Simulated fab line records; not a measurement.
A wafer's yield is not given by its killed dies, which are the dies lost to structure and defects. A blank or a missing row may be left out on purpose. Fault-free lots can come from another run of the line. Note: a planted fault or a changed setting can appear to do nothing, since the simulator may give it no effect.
Lot-split experiment | flow n5_finfet | 21 wafers read across 7 lots, on a route 1938 steps long

## THE SPLIT
At N5_SD_ACTIVATION_LSA_01 (time 0.0008 s), the setting temp_c was moved away from the recipe's 1080 C on 5 of the 21 wafers read, by -2.3% to +2.8%. This setting was run at the recipe's value on the other wafers.

No step appears in the file between the split and the reading.

## THE READING
RS_SD_N, in ohm/sq, at N5_SD_ACTIVATION_RS_MEAS_03 (measures by four-point-probe). Fault-free wafers of this fab line usually give 22.0 ohm/sq, standard deviation 0.33 ohm/sq.

wafer  | tool, chamber at the split | temp_c as run, C | against the recipe | RS_SD_N, ohm/sq | against lot-mates on the recipe
L077.1 | laser_anneal-02, 0         | 1094             | +1.3%              | 20.5            | -1.2
L077.2 | laser_anneal-02, 0         | 1080             | recipe             | 21.6            | -
L077.3 | laser_anneal-02, 0         | 1080             | recipe             | 21.9            | -
L081.1 | laser_anneal-02, 0         | 1080             | recipe             | 21.6            | -
L081.4 | laser_anneal-02, 0         | 1080             | recipe             | 21.4            | -
L081.5 | laser_anneal-02, 0         | 1080             | recipe             | 21.4            | -
L084.4 | laser_anneal-01, 0         | 1080             | recipe             | 21.7            | -
L084.5 | laser_anneal-01, 0         | 1080             | recipe             | 21.5            | -
L084.6 | laser_anneal-01, 0         | 1067             | -1.2%              | 23.0            | +1.4
L086.1 | laser_anneal-01, 0         | 1055             | -2.3%              | 24.6            | +2.7
L086.3 | laser_anneal-01, 0         | 1055             | -2.3%              | 24.3            | +2.4
L086.5 | laser_anneal-01, 0         | 1080             | recipe             | 21.9            | -
L088.4 | laser_anneal-01, 0         | 1080             | recipe             | 22.1            | -
L088.5 | laser_anneal-01, 0         | 1080             | recipe             | 22.4            | -
L088.6 | laser_anneal-01, 0         | 1080             | recipe             | 21.9            | -
L091.1 | laser_anneal-01, 0         | 1080             | recipe             | 22.3            | -
L091.2 | laser_anneal-01, 0         | 1080             | recipe             | 22.2            | -
L091.5 | laser_anneal-01, 0         | 1080             | recipe             | 22.1            | -
L094.1 | laser_anneal-02, 0         | 1080             | recipe             | 21.8            | -
L094.3 | laser_anneal-02, 0         | 1080             | recipe             | 22.2            | -
L094.5 | laser_anneal-02, 0         | 1110             | +2.8%              | 19.3            | -2.7

THE FIT
A straight line over all 21 wafers: RS_SD_N changes by -1.03 ohm/sq for each +1% of temp_c; r = -0.96; the points scatter about the line by 0.3 ohm/sq.
The same after taking each lot's own level away (the mean of its wafers on the recipe; 21 wafers): -1.05 ohm/sq for each +1%; r = -0.99; scatter 0.15 ohm/sq.
The reading moves by 2.9 ohm/sq for the largest change in temp_c, on that fit.
Across the lots, their own levels run from 21.47 to 22.20 ohm/sq, a range of 2.2 times the standard deviation given above.
Hence the lot-to-lot level has little effect on the slope; both slopes agree.
Check: for one of the wafers moved furthest among these (+2.8%), held out of the fit, the line's prediction against its lot-mates is -3 ohm/sq. Against them it came out at -2.7 ohm/sq.
Tool readings at the split's step, against how far the setting was moved: wafer_temp_C_max r = +0.99.

## THESE WAFERS: OTHER SPLITS
Before the reading, these wafers also passed through other splits. Each is held against what the fit with the lots' levels taken away leaves over:
other split on the same wafers        | wafers away from the commonest value | r with RS_SD_N (lot level and that fit taken away)
N5_WELL_APT_EXPOSE_05 dose_mj         | 4                                    | -0.15
N5_WELL_APT_DEVELOP_07 develop_time_s | 6                                    | -0.10
N5_FIN_SAQP_PECVD_06 time_s           | 11                                   | -0.27
N5_DUMMY_GATE_COAT_09 spin_rpm        | 5                                    | +0.45
N5_SD_EPI_N_COAT_33 spin_rpm          | 5                                    | -0.26
N5_SD_EPI_N_PEB_07 peb_time_s         | 9                                    | -0.02
N5_SD_EPI_P_EPI_21 temp_c             | 5                                    | +0.16

## THE WHOLE CHAIN: every reading that the file lists as answering this split, in the file's order
step                        | what it does                 | reading          | change (the file's fit)              | r (the file's)
N5_SD_ACTIVATION_LSA_01     | time 0.0008 s                | wafer_temp_C_max | withheld for each +1% of the setting | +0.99
N5_SD_ACTIVATION_RS_MEAS_03 | measures by four-point-probe | RS_SD_N          | -1.05 for each +1% of the setting    | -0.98

## THE FILE'S OWN FIT
RS_SD_N changes by -1.05 ohm/sq for each +1% of temp_c, r = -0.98.
